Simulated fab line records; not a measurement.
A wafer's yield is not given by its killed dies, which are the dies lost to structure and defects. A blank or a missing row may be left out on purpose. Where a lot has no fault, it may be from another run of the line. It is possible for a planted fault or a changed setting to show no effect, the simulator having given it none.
fab line records + flow n5Finfet
[record]
- lots = 4
- wafers = 12
- lastDay = 20
route steps=1938 shown BEOL_M4@1099 BEOL_M5@1112 BEOL_M6@1215 PASSIVATION@1936
lots with no fault: from the same line, run without faults
startH: hours from the record's opening day to when the first of the lot's shown wafers began + waitH: hours from the lot's prior step to this one + " the same as in the row above + L1.1+2: a single row standing in for several wafers + - no value, or no start was given + * or withheld: withheld + < > ~ a bound
route shown NAME@n: a module of which the file shows steps, and the number in the route of the first + usual: average and standard deviation across the fault-free wafers + same: alike in all rows + chamber/n: place in a boat + sites: per-site readings + _std_site: the values' standard deviation + _edge_site: the outer-site mean with the inner-site mean subtracted + radiusMm: for every site, how far away it sits from the centre of the wafer + mask NAME#n: copy n + behind: the tool/chamber that last shaped the wafer + hold: reason for holding the lot/hours on hold/outcome of the hold + device: names the non-switching transistor (n, p or np) + end of line: at the end of the route, the tests of the same wafers + a step with no rows: only its recipe + killed: at the first sort, the dies lost to defects and structure; wafer yield is something else + map: a wafer's dies, x killed, . not, _ none there
set.NAME: the run value of the setting; set.NAME@STEP: its run value at that earlier step + model.NAME: the simulator's own value behind a step, which no gauge read
lots at selected steps of the route; one table per step, one row per wafer
[[steps]]
[step N5_BEOL_M4_ANNEAL_95]
[recipe]
- tempC = 400
- timeS = 240
- ambient = vacuum
[step N5_BEOL_M4_SPUTTER_96]
[recipe]
- material = Cu
- targetThkA = 45
- tempC = -20
- chamberPressurePa = 0.07
- powerW = withheld
- timeS = 8.29
[step N5_BEOL_M4_ECD_50]
[recipe]
- material = Cu
- targetThkA = 3000
[step N5_BEOL_M4_ANNEAL_51]
[recipe]
- tempC = 225
- timeS = 90
- ambient = N2
[step N5_BEOL_M4_CMP_52]
[recipe]
- stopOn = SiOC
- tOverpolishS = 6.8
- downForcePsi = 1
- platenRpm = 50
- clearingPlatenDownForcePsi = 1.5
- clearingPlatenRpm = 50
- postCmpClean = cuAlkaline
- targetThkNm = 40
- clearingPlatenPadVelocityMS = 0.99484
- padVelocityMS = 0.99484
[step N5_BEOL_M4_PRE_CLEAN_60]
[recipe]
- gas = NH3/H2
- timeS = 15
- tempC = *
- rfPowerW = 300
[step N5_BEOL_M4_CO_CAP_55]
[recipe]
- material = Co
- targetThkA = 20
- tempC = 200
- precursor = CCTBA/H2
- pressureTorr = 30
- timeS = 102.1
[step N5_BEOL_M4_PRE_CLEAN_56]
[recipe]
- gas = NH3
- timeS = 15
- tempC = withheld
- rfPowerW = 300
[step N5_BEOL_M4_DEP_57]
[recipe]
- material = SiCN
- targetThkA = 80
- tempC = withheld
- precursor = 3MS/NH3
- pressureTorr = 3
- rfW = 202
- timeS = 14
[step N5_BEOL_M4_RC_MEAS_101]
[usual]
- DIBL_N = 36.1/2.3
- DIBL_P = 36/3.2
- IOFF_N = 0.16/0.045
- IOFF_P = 0.21/0.049
- ION_N = 674/14
- ION_P = 462/8.4
- SS_N = 71.6/0.83
- SS_P = 73.2/0.87
- VT_N = 249/3.8
- VT_P = -250/3.4
| lot.wafer | tool      | chamber | startH | waitH | DIBL_N[mV/V] | DIBL_P[mV/V] | IOFF_N[nA/um] | IOFF_P[nA/um] | ION_N[uA/um] | ION_P[uA/um] | SS_N[mV/dec] | SS_P[mV/dec] | VT_N[mV] | VT_P[mV] |
|-----------|-----------|---------|--------|-------|--------------|--------------|---------------|---------------|--------------|--------------|--------------|--------------|----------|----------|
| L320.1    | prober-02 | 0       | 297.13 | 0.0   | 32.9         | 32           | 0.10          | 0.15          | 648          | 454          | 70.0         | 72.0         | 254      | -256     |
| L320.5    | "         | 0       | "      | "     | 35.3         | 35           | 0.13          | 0.18          | 676          | 466          | 71.2         | 72.4         | 253      | -250     |
| L320.6    | "         | 0       | "      | "     | 38.4         | 37           | 0.19          | 0.23          | 682          | 469          | 71.9         | 73.2         | 249      | -250     |
| L318.2    | prober-01 | 0       | 304.00 | 0.2   | 33.9         | 34           | 0.14          | 0.21          | 671          | 462          | 71.7         | 73.2         | 249      | -247     |
| L318.3    | "         | 0       | "      | "     | 34.1         | 35           | 0.17          | 0.24          | 689          | 477          | 71.3         | 72.8         | 244      | -246     |
| L318.6    | "         | 0       | "      | "     | 34.3         | 34           | 0.15          | 0.22          | 670          | 463          | 71.4         | 72.3         | 250      | -248     |
| L315.1    | prober-02 | 0       | 310.74 | 0.0   | 41.7         | 42           | 0.29          | 0.30          | 681          | 461          | 73.6         | 75.0         | 245      | -248     |
| L315.2    | "         | 0       | "      | "     | 37.4         | 38           | 0.19          | 0.23          | 692          | 471          | 71.7         | 74.3         | 245      | -251     |
| L315.4    | "         | 0       | "      | "     | 38.4         | 39           | 0.21          | 0.24          | 676          | 456          | 72.8         | 74.8         | 247      | -251     |
| L326.1    | prober-02 | 0       | 355.51 | 0.0   | 32.8         | 31           | 0.12          | 0.17          | 675          | 467          | 70.1         | 72.3         | 249      | -251     |
| L326.4    | "         | 0       | "      | "     | 38.0         | 37           | 0.21          | 0.26          | 693          | 476          | 71.4         | 73.5         | 242      | -247     |
| L326.6    | "         | 0       | "      | "     | 34.9         | 34           | 0.16          | 0.22          | 682          | 478          | 70.3         | 73.2         | 245      | -246     |
[step N5_BEOL_M5_ILD_DEP_00]
[recipe]
- material = SiCOH_lowk
- targetThkA = 1406.4
- tempC = 300
- precursor = DEMS/porogen
- pressureTorr = 5
- rfW = 500
- timeS = 25.9
[step N5_BEOL_M5_CURE_79]
[recipe]
- tempC = 385
- timeS = 240
- ambient = He/Ar
- material = SiCOH_lowk
[step N5_BEOL_M5_PECVD_70]
[recipe]
- material = SiO2
- targetThkA = 160
- tempC = 400
- precursor = TEOS/O2
- pressureTorr = 5.5
- rfW = 450
- teosFlowSccm = 53.8
- gas = O2
- flowSccm = 3000
- timeS = 18
[step N5_BEOL_M5_HM_DEP_02]
[recipe]
- material = TiN
- targetThkA = 200
- tempC = 25
- chamberPressurePa = 0.49996
[step N5_BEOL_M5_COAT_59]
[recipe]
- resist = SOC
- tempC = 250
- timeS = 60
- spinRpm = 1500
- resistThkNm = 60
[step N5_BEOL_M5_COAT_60]
[recipe]
- resist = SiARC
- tempC = 220
- timeS = 60
- spinRpm = 1500
- resistThkNm = 12
[step N5_BEOL_M5_COAT_71]
[recipe]
- resist = underlayer
- tempC = 205
- timeS = 60
- spinRpm = 1500
- resistThkNm = 5
[step N5_BEOL_M5_COAT_05]
[recipe]
- resist = CAR-EUV
- spinRpm = 1500
- resistThkNm = 30
[step N5_BEOL_M5_EBR_07]
[recipe]
- solvent = PGMEA
- ebrWidthMm = 1.5
[step N5_BEOL_M5_SOFTBAKE_06]
[recipe]
- tempC = 110
- timeS = 60
- resist = CAR-EUV
[step N5_BEOL_M5_EXPOSE_08]
[recipe]
- maskId = M5
- na = 0.33
- sourceShape = annular
- sigmaInner = 0.4
- sigmaOuter = 0.8
- polarization = unpolarized
- targetCdNm = 28
- doseMj = 35.75
[step N5_BEOL_M5_PEB_09]
[recipe]
- pebTempC = 100
- pebTimeS = 60
- resist = CAR-EUV
[step N5_BEOL_M5_DEVELOP_10]
[recipe]
- developTimeS = 30
- developer = TMAH
- resist = CAR-EUV
- rinseLiquid = surfactantRinse
- dry = airSpin
- devTempC = 23
[step N5_BEOL_M5_DESCUM_16]
[recipe]
- chemistry = O2
- timeS = 7
- sourcePowerW = 50
- biasPowerW = 20
- pressureMtorr = 20
- rfFrequencyHz = 2.712e+07
- tempC = 40
- resist = CAR-EUV
- o2FlowSccm = 225
[step N5_BEOL_M5_ETCH_72]
[recipe]
- chemistry = N2/H2
- target = underlayer
- targetDepthA = 65
- maskMaterial = CAR-EUV
- timeS = 5.2
- ionEnergyEv = 200
- pressureMtorr = 30
- sourceW = 840
- biasW = 150
- n2FlowSccm = 200
- h2FlowSccm = 200
- ends = cleared
[step N5_BEOL_M5_ETCH_61]
[recipe]
- chemistry = CF4
- target = SiARC
- targetDepthA = 156
- maskMaterial = CAR-EUV
- timeS = 26
- ionEnergyEv = 80
- pressureMtorr = 40
- sourceW = 545
- biasW = 36
- Ar_flow_sccm = 100
- cf4FlowSccm = 100
- ends = cleared
[step N5_BEOL_M5_ETCH_62]
[recipe]
- chemistry = N2/H2
- target = SOC
- targetDepthA = 750
- overetchA = 150
- maskMaterial = SiARC
- tempC = 40
- timeS = 112.5
- ionEnergyEv = 200
- pressureMtorr = 30
- sourceW = 840
- biasW = 150
- n2FlowSccm = 200
- h2FlowSccm = 200
[step N5_BEOL_M5_STRIP_63]
[recipe]
- chemistry = N2/H2
- tempC = 40
- n2FlowSccm = 200
- h2FlowSccm = 200
- rfFrequencyHz = 6e+07
[step N5_BEOL_M5_STRIP_73]
[recipe]
- chemistry = N2/H2
- tempC = 40
- n2FlowSccm = 200
- h2FlowSccm = 200
- rfFrequencyHz = 6e+07
[step N5_BEOL_M5_STRIP_64]
[recipe]
- chemistry = CF4
- resist = SiARC
- powerW = 300
- biasPowerW = 75
- pressureMtorr = 50
- cf4FlowSccm = 150
- rfFrequencyHz = 6e+07
[step N5_BEOL_M5_HM_OPEN_17]
[recipe]
- chemistry = Cl2/BCl3
- targetDepthA = 200
- overetchA = 60
- target = TiN
- maskMaterial = SOC
- ionEnergyEv = 150
- pressureMtorr = 10
- icpW = 1000
- biasW = 126
- Cl2_flow_sccm = 53.25
- bcl3FlowSccm = 21.75
- Ar_flow_sccm = 25
[step N5_BEOL_M5_STRIP_19]
[recipe]
- chemistry = O2
- powerW = 400
- tempC = 40
- pressureMtorr = 30
- rfFrequencyHz = 6e+07
- biasPowerW = 0
- overashFraction = 0.2
- o2FlowSccm = 225
[step N5_BEOL_M5_COAT_65]
[recipe]
- resist = SOC
- tempC = 250
- timeS = 60
- spinRpm = 1500
- resistThkNm = 60
[step N5_BEOL_M5_COAT_66]
[recipe]
- resist = SiARC
- tempC = 220
- timeS = 60
- spinRpm = 1500
- resistThkNm = 12
[step N5_BEOL_M6_HM_OPEN_17]
[recipe]
- chemistry = Cl2/BCl3
- targetDepthA = 200
- overetchA = 60
- target = TiN
- maskMaterial = SOC
- ionEnergyEv = 150
- pressureMtorr = 10
- icpW = 1000
- biasW = 126
- Cl2_flow_sccm = 53.25
- bcl3FlowSccm = 21.75
- Ar_flow_sccm = 25
[usual]
- drypumpMotorCurrentA = 6.2/0.4
- oesProductAu = 0.72/0.059
- throttleValvePct = 22.01/0.21
| lot.wafer | tool        | chamber | startH | waitH | drypumpMotorCurrentA | oesProductAu | rfHoursCounterH | throttleValvePct | model.SOC_of_BEOL_M6_COAT_59.thkNm | model.etch.depthNm |
|-----------|-------------|---------|--------|-------|----------------------|--------------|-----------------|------------------|------------------------------------|--------------------|
| L320.1    | rieMetal-01 | 1       | 314.29 | 0.0   | 6.7                  | 0.80         | 5               | 22.37            | 92.2                               | 20.09              |
| L320.5    | "           | 0       | "      | "     | 6.0                  | 0.70         | -               | 22.07            | 94.6                               | 18.5               |
| L320.6    | "           | 1       | "      | "     | 6.7                  | 0.80         | -               | 22.37            | 92.4                               | 20.02              |
| L315.1    | rieMetal-01 | 0       | 327.07 | 0.0   | 6.1                  | 0.70         | 17              | 22.07            | 94.4                               | 18.49              |
| L315.2    | "           | 1       | "      | "     | 6.8                  | 0.79         | 7               | 22.37            | 92.2                               | 20.06              |
| L315.4    | "           | 0       | "      | "     | 6.0                  | 0.70         | -               | 22.10            | 94.4                               | 18.52              |
| L318.2    | rieMetal-03 | 1       | 329.49 | 0.0   | 5.6                  | 0.59         | 88              | 21.66            | 92                                 | 20.19              |
| L318.3    | "           | 0       | "      | "     | 6.2                  | 0.72         | -               | 22.02            | 91.4                               | 19.81              |
| L318.6    | "           | 1       | "      | "     | 5.5                  | 0.59         | -               | 21.65            | 91.8                               | 19.96              |
| L326.1    | rieMetal-01 | 1       | 378.10 | 0.0   | 6.7                  | 0.76         | 12              | 22.40            | 92.4                               | 19.83              |
| L326.4    | "           | 1       | "      | "     | 6.7                  | 0.76         | -               | 22.39            | 92.6                               | 20.23              |
| L326.6    | "           | 1       | "      | "     | 6.7                  | 0.77         | -               | 22.40            | 92                                 | 20.15              |
[step N5_BEOL_M6_OCD_MEAS_38]
[usual]
- trenchDepthNm = 94.1/2.2
| lot.wafer | tool   | chamber | startH | waitH | trenchDepthNm |
|-----------|--------|---------|--------|-------|---------------|
| L320.1    | ocd-02 | -       | 316.49 | -     | 90.0          |
| L320.5    | "      | -       | "      | "     | 63.9          |
| L320.6    | "      | -       | "      | "     | 94.5          |
| L315.1    | ocd-01 | -       | 328.12 | -     | 73.2          |
| L315.2    | "      | -       | "      | "     | 95.2          |
| L315.4    | "      | -       | "      | "     | 78.5          |
| L318.2    | ocd-01 | -       | 330.93 | -     | 96.3          |
| L318.3    | "      | -       | "      | "     | 94.7          |
| L318.6    | "      | -       | "      | "     | 94.4          |
| L326.1    | ocd-02 | -       | 381.05 | -     | 92.8          |
| L326.4    | "      | -       | "      | "     | 96.0          |
| L326.6    | "      | -       | "      | "     | 92.9          |
[step N5_PASSIVATION_PROBE_49]
[usual]
- defectLimitedYield = 90.9/1.6
- killed_at_M0_to_M3 = 37/11
- killed_at_M4_up = 15/5.6
- killedAtContacts = 13/6.4
- killedAtFrontEnd = 39/11
- killedAtOther = 4/3.1
- killedDies = 107/19
- killedOnRim = 14/4.3
- killedOpen = 71/14
- killedShort = 34/7.8
- sort_bin_4_leakage = 0.01/0.053
- sort_bin_5_function = 5.3/1
- sort_bin_6_memory = 3.4/0.72
- sortNPass = 1072/20
- sortYieldPct = 90.9/1.7
[same]
- grossDies = 1180
- killedAtBackSide = 0
- sort_bin_8_speed[%] = 0
| lot.wafer | tool      | chamber | startH | waitH | defectLimitedYield[%] | killed_at_M0_to_M3 | killed_at_M4_up | killedAtContacts | killedAtFrontEnd | killedAtOther | killedDies | killedOnRim | killedOpen | killedShort | sort_bin_4_leakage[%] | sort_bin_5_function[%] | sort_bin_6_memory[%] | sortNPass | sortYieldPct[%] |
|-----------|-----------|---------|--------|-------|-----------------------|--------------------|-----------------|------------------|------------------|---------------|------------|-------------|------------|-------------|-----------------------|------------------------|----------------------|-----------|-----------------|
| L320.1    | prober-02 | -       | 429.14 | 0.0   | 91.2                  | 39                 | 10              | 10               | 43               | 2             | 104        | 16          | 76         | 23          | 0                     | 4.9                    | 3.8                  | 1076      | 91.2            |
| L320.5    | prober-02 | -       | 429.34 | 0.2   | 62.0                  | 32                 | 357             | 19               | 33               | 7             | 448        | 84          | 64         | 45          | 0                     | 34.7                   | 3.1                  | 732       | 62.0            |
| L320.6    | prober-02 | -       | 429.39 | 0.3   | 92.9                  | 32                 | 6               | 18               | 24               | 4             | 84         | 12          | 52         | 29          | 0                     | 3.7                    | 3.3                  | 1096      | 92.9            |
| L315.1    | prober-02 | -       | 430.21 | 0.0   | 67.3                  | 40                 | 280             | 19               | 38               | 9             | 386        | 16          | 88         | 32          | 0.17                  | 28.7                   | 3.6                  | 792       | 67.1            |
| L315.4    | prober-02 | -       | 430.36 | 0.2   | 70.8                  | 54                 | 232             | 16               | 39               | 4             | 345        | 26          | 96         | 36          | 0                     | 25.0                   | 3.9                  | 835       | 70.8            |
| L318.2    | prober-01 | -       | 435.58 | 0.1   | 87.7                  | 45                 | 15              | 16               | 61               | 8             | 145        | 17          | 91         | 54          | 0                     | 6.0                    | 5.8                  | 1035      | 87.7            |
| L318.3    | prober-01 | -       | 435.63 | 0.1   | 90.1                  | 50                 | 12              | 11               | 35               | 9             | 117        | 12          | 74         | 38          | 0                     | 5.8                    | 3.6                  | 1063      | 90.1            |
| L318.6    | prober-01 | -       | 435.78 | 0.3   | 89.4                  | 58                 | 13              | 4                | 48               | 2             | 125        | 14          | 89         | 33          | 0                     | 6.1                    | 3.8                  | 1055      | 89.4            |
| L326.1    | prober-02 | -       | 491.52 | 0.0   | 90.1                  | 24                 | 18              | 18               | 56               | 1             | 117        | 10          | 69         | 48          | 0                     | 6.3                    | 3.4                  | 1063      | 90.1            |
| L326.4    | prober-02 | -       | 491.67 | 0.2   | 89.4                  | 22                 | 17              | 15               | 68               | 3             | 125        | 13          | 86         | 36          | 0                     | 6.6                    | 3.7                  | 1055      | 89.4            |
| L326.6    | prober-02 | -       | 491.77 | 0.3   | 92.3                  | 11                 | 20              | 15               | 38               | 7             | 91         | 14          | 59         | 32          | 0                     | 5.3                    | 2.0                  | 1089      | 92.3            |
// killed by level:class
L320.1 FIN_SAQP:geometricParticle:open=18 STI_FIN_REVEAL:geometricParticle:open=8 MOL_CONTACT_COAG:geometricParticle:open=8 BEOL_M3:geometricParticle:open=8 BEOL_M4:geometricParticle:open=6 BEOL_M0_SAQP:geometricParticle:short=6 BEOL_M2:geometricParticle:open=5 FIN_SAQP:geometricParticle:short=4
L320.5 BEOL_M6:areaOpen=338 MOL_CONTACT_COAG:geometricParticle:open=16 BEOL_M4:geometricParticle:open=12 FIN_SAQP:geometricParticle:short=9 BEOL_M3:geometricParticle:open=8 FIN_SAQP:geometricParticle:open=5 BEOL_M0_SAQP:geometricParticle:open=5 STARTING-WAFER:geometricParticle:short=5
L320.6 MOL_CONTACT_COAG:geometricParticle:open=14 FIN_SAQP:geometricParticle:short=9 BEOL_M1:geometricParticle:open=9 FIN_SAQP:geometricParticle:open=7 BEOL_M3:geometricParticle:open=5 BEOL_M1:geometricParticle:short=4 MOL_CONTACT_COAG:geometricParticle:short=3 BEOL_M0_SAQP:geometricParticle:short=3
L315.1 BEOL_M6:areaOpen=261 MOL_CONTACT_COAG:geometricParticle:open=16 BEOL_M2:geometricParticle:open=10 BEOL_M1:geometricParticle:open=9 BEOL_M3:geometricParticle:open=8 DUMMY_GATE:geometricParticle:open=7 FIN_SAQP:geometricParticle:short=7 STI_FIN_REVEAL:geometricParticle:open=7
L315.4 BEOL_M6:areaOpen=209 BEOL_M0_SAQP:geometricParticle:open=15 MOL_CONTACT_COAG:geometricParticle:open=13 BEOL_M4:geometricParticle:open=12 STI_FIN_REVEAL:geometricParticle:open=10 BEOL_M0_SAQP:geometricParticle:short=9 BEOL_M1:geometricParticle:open=9 FIN_SAQP:geometricParticle:open=6
L318.2 STI_FIN_REVEAL:geometricParticle:open=20 FIN_SAQP:geometricParticle:short=17 MOL_CONTACT_COAG:geometricParticle:open=13 FIN_SAQP:geometricParticle:open=8 BEOL_M3:geometricParticle:open=8 BEOL_M0_SAQP:geometricParticle:short=7 BEOL_M0_SAQP:geometricParticle:open=6 BEOL_M2:geometricParticle:open=6
L318.3 BEOL_M2:geometricParticle:open=15 FIN_SAQP:geometricParticle:short=10 MOL_CONTACT_COAG:geometricParticle:open=9 BEOL_M0_SAQP:geometricParticle:open=9 BEOL_M3:geometricParticle:open=7 FIN_SAQP:geometricParticle:open=6 BEOL_M0_SAQP:geometricParticle:short=6 STI_FIN_REVEAL:geometricParticle:open=5
L318.6 STI_FIN_REVEAL:geometricParticle:open=16 BEOL_M3:geometricParticle:open=14 BEOL_M1:geometricParticle:open=13 BEOL_M2:geometricParticle:open=12 BEOL_M0_SAQP:geometricParticle:short=10 FIN_SAQP:geometricParticle:short=8 DUMMY_GATE:geometricParticle:open=6 BEOL_M4:geometricParticle:open=5
L326.1 MOL_CONTACT_COAG:geometricParticle:open=16 FIN_SAQP:geometricParticle:short=13 STI_FIN_REVEAL:geometricParticle:open=10 FIN_SAQP:geometricParticle:open=9 BEOL_M0_SAQP:geometricParticle:short=6 BEOL_M1:geometricParticle:open=5 BEOL_M2:geometricParticle:open=5 BEOL_M4:geometricParticle:open=5
L326.4 FIN_SAQP:geometricParticle:open=19 FIN_SAQP:geometricParticle:short=18 BEOL_M4:geometricParticle:open=14 STI_FIN_REVEAL:geometricParticle:open=13 MOL_CONTACT_COAG:geometricParticle:open=12 BEOL_M0_SAQP:geometricParticle:open=6 BEOL_M3:geometricParticle:open=6 DUMMY_GATE:geometricParticle:open=5
L326.6 MOL_CONTACT_COAG:geometricParticle:open=14 BEOL_M4:geometricParticle:open=14 FIN_SAQP:geometricParticle:short=10 FIN_SAQP:geometricParticle:open=8 STI_FIN_REVEAL:geometricParticle:open=7 MIM_BOT:geometricParticle:short=4 BEOL_M2:geometricParticle:open=3 BEOL_M4:geometricParticle:short=3
// map L315.1 (x killed, . not)
_________________xx....x.....________________
______________.................._____________
___________..............x.........__________
__________......x......x.......x...._________
________...........x.........x.x......_______
_______.x.........x.xx.....x...........______
______..x..........x.....x.x............_____
_____............x.x.x..xxxx.x...x.......____
____.x.......x.x.x....xx..x...............___
___...............xxxxxxxx..x..............__
___x....x..x...x.xxx.xxxxxxxx.xxx.x..x.x...__
__..x...........xxxxxxxxxxxxxxxxxx.........x_
__...xx...x....xx.xxx.xxxx.x.xxxx..........._
_...........x..xxxxxxxxxxxxxxxxxx............
_.x.x..........xxxxxxxxxxxxxxxx.xx..xx...x...
_............x..xx.xxxxx.xxxxxxxxxxx.........
_...........x...xxxxxxxxxxxxxxxxxxx....x..x..
_...xx......x...xxxxxxxxxxxxxxxxxxxx.xx..x...
_.x........x..x.xxxxxxxxxxxxxxxxxxxxx.x......
_...xx....xx.xx.xxxxxxxxxxxxxx.xxxxxx........
_.....xx...x.x...xxxxxxxxxxxxxxxxxxxx.xx.....
__.......x...x.....xxxxxxxxxxxxxxx.xx....x.._
__...x.....x.x...xxxxxxxxxxxxxx..x.x........_
___x.....x.....xx..x.xxx.x.x........x......__
___...........xx..xxxxxxxx.x..x......x.....__
____xx............x.x....x.......x.x...x..___
_____..............x.x.x.....x.....x.....____
______......x..x......x.........x......._____
_______......x........................x______
________.....x............x.x.x......._______
__________x.....x......x......xx.x.x_________
___________............x.......x...__________
______________.........x........_____________
_________________x....x......________________
// map L320.5 (x killed, . not)
_________________xxxxxxxx....________________
______________xxxxx.xxx..x.xx..._____________
___________.xx.x..xx.xxxx.x....x.x.__________
__________.x..........xxxxx....x...x_________
________x.xxx...........xxx.x.....x..._______
_______xxx..xx.....x...xxxx..x.......x.______
______..xxx.......x....x..........xxxxxx_____
_____....xxx..............x.x..x........x____
____.x..x..............x.................x___
___xxx..xxx.......x...x.........x....xx....__
___xxxxx.x......xxx..xx......x....x..x.x...__
__.xxxxxxxxxx.....x..x..........x.....xx...x_
__xxxxxx.x..x.x.....x.....x.x.xx...xxx.xxxx._
_x.xx.xxx...x....x..x..............x...xx.x.x
_xx.xx.x......x....x................xx.xx..x.
_xx....xxxx.x..............x..x.x....x....xx.
_x.xx....xxx.......x..x...x.........x...x..x.
_xxxx....xx....x.......x......x.xx...xxxx.xxx
_...x.xx.x.....x............xxx..........x.xx
_xx....x........xx...x.......x....x..xx.x.xxx
_..x......x.........x..............xxxxxx.xxx
__x...x..........x...xx.....x....xxxxxxx.xxx_
__xx.x...x...x......xxxx............xx.x...._
___.xxxx.xx....xx..xxx.x............xxxxx.x__
___x..x.x.xxx.xxx.....xxxx....x...xx...x.x.__
____.x..xxxxx.xxx.x..x.x..x.x.......x.....___
_____..xxxxxxx.xxx..xx.x.x....x.....xxx.x____
______x.xxxxx..xxxxxxx....x.xx.....xxxxx_____
_______xxxxxxx.x.xxxxx......x.x.x....xx______
________xxx.....xxxxxx........x...x.xx_______
__________.x...xxx.xxxx.xxxxx.xx.xxx_________
___________x..x...xxxxxx..x.xxx...x__________
______________.xxxxx..xx.xx....x_____________
_________________xxx..xxx....________________
[[key]]
[firstSign]
- step = N5_BEOL_M6_OCD_MEAS_38
- reading = trenchDepthNm
- direction = down
- sigmas = 10
- usual = 94.1
- struck = 71.9
[effect]
- step = N5_PASSIVATION_PROBE_49
- reading = killed_at_M4_up
- direction = up
- sigmas = 49
- usual = 15
- struck = 290
[modelEffect]
- step = N5_BEOL_M6_HM_OPEN_17
- value = SOC_of_BEOL_M6_COAT_59.thkNm
- without = 92.33
- struck = 94.47
[moreKillsBornAt]
- N5_BEOL_M6_HM_OPEN_17@rieMetal-01 = 808
metAt N5_BEOL_M6_HM_OPEN_17
struckWafers L315.1,L315.4,L320.5
[fault]
- kind = processParameterDrift
- tool = rieMetal-01
- chamber = 0
- onsetH = 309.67
- steps = N5_BEOL_M6_HM_OPEN_17
- channel = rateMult
- offset = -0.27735
- shape = step
- endH = 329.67
